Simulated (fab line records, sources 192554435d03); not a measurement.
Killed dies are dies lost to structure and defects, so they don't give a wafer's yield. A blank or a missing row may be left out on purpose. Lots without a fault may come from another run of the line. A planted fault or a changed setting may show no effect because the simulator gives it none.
Which tool did it? | flow n5_finfet | 9 lots, 27 wafers sampled, at 4 steps of a route of 1938

WHAT THE GAUGES READ, wafer by wafer
N5_DUMMY_GATE_CD_MEAS_24: target cd 15 nm.
lot  | measured    | on        | cd_nm (nm)
L397 | day 2 23:08 | cd_sem-03 | 14.3 15.8 15.1
L403 | day 4 12:17 | cd_sem-01 | 14.8 15.3 15.0
L408 | day 5 20:16 | cd_sem-03 | 14.1 14.4 13.6
L409 | day 6 01:31 | cd_sem-01 | 14.5 14.0 14.2
L410 | day 6 06:49 | cd_sem-01 | 13.9 14.1 14.3
L411 | day 6 10:37 | cd_sem-01 | 15.1 15.0 14.7
L418 | day 8 10:14 | cd_sem-02 | 15.5 14.6 15.3
L419 | day 8 14:13 | cd_sem-03 | 15.7 15.5 14.9
L420 | day 8 22:10 | cd_sem-02 | 14.8 15.1 15.0

WHICH TOOL RAN EACH LOT (tool, then ch and the chambers of the sampled wafers, then the start)
lot  | N5_DUMMY_GATE_CMP_04         | N5_DUMMY_GATE_ETCH_31             | N5_DUMMY_GATE_ETCH_44
L397 | cmp-03 ch 0,2,3, day 2 17:31 | rie_diel-05 ch 0,1,2, day 2 22:41 | rie_si-01 ch 2,3, day 2 23:01
L403 | cmp-04 ch 0,2,3, day 4 04:11 | rie_diel-01 ch 0,1,2, day 4 11:50 | rie_si-04 ch 1,2,3, day 4 12:10
L408 | cmp-04 ch 0,2,3, day 5 12:49 | rie_diel-05 ch 0,1, day 5 19:49   | rie_si-01 ch 1,2,3, day 5 20:10
L409 | cmp-03 ch 0,1,3, day 5 19:57 | rie_diel-05 ch 0,1,3, day 6 01:04 | rie_si-04 ch 0,2,3, day 6 01:24
L410 | cmp-04 ch 0,1,3, day 6 01:12 | rie_diel-02 ch 0,2,3, day 6 06:22 | rie_si-04 ch 0,2,3, day 6 06:42
L411 | cmp-03 ch 2,3, day 6 05:02   | rie_diel-01 ch 0,2,3, day 6 10:11 | rie_si-01 ch 2,3, day 6 10:31
L418 | cmp-01 ch 0,1,2, day 8 01:28 | rie_diel-02 ch 1,2, day 8 09:47   | rie_si-01 ch 0,1,3, day 8 10:08
L419 | cmp-04 ch 0,2,3, day 8 05:03 | rie_diel-02 ch 1,2,3, day 8 13:46 | rie_si-04 ch 0,1,2, day 8 14:06
L420 | cmp-01 ch 0,1,2, day 8 16:32 | rie_diel-05 ch 1,2,3, day 8 21:43 | rie_si-01 ch 1,2, day 8 22:03
- N5_DUMMY_GATE_CMP_04: polishes a-Si.
- N5_DUMMY_GATE_ETCH_31: etches SiO2 in C4F6/O2, target depth 82.5 nm, time 27.5 s.
- N5_DUMMY_GATE_ETCH_44: etches poly-Si in HBr/O2, stops on SiO2, target depth 127.5 nm.

THE ANSWER, worked out from the rows above alone
Rule: what is usual is taken from the lots themselves. Put in order of their means at a reading, lots are off if they are a third of the lots or fewer, leave a main group of 4 or more, and stand apart from it by a gap of 3 or more times the standard deviation of the main group's means; of several such gaps the widest counts. A main group whose means are all the same, to the digits that the tables above print for the reading, isn't used. A lot without any number at a reading at which 4 lots or more have one is off too. The other lots that the step has rows for count as sound.
Off: L408, L409, L410, at N5_DUMMY_GATE_CD_MEAS_24 (cd_nm). The main group: mean 15.1 nm, standard deviation 0.14.
A tool fits if, at a process step before that reading, it ran every lot that is off, and no sound lot after the first of them. The gauges at N5_DUMMY_GATE_CD_MEAS_24 are tried like those tools. None of those tried fits.

WHAT THE SIMULATOR HAD PUT IN
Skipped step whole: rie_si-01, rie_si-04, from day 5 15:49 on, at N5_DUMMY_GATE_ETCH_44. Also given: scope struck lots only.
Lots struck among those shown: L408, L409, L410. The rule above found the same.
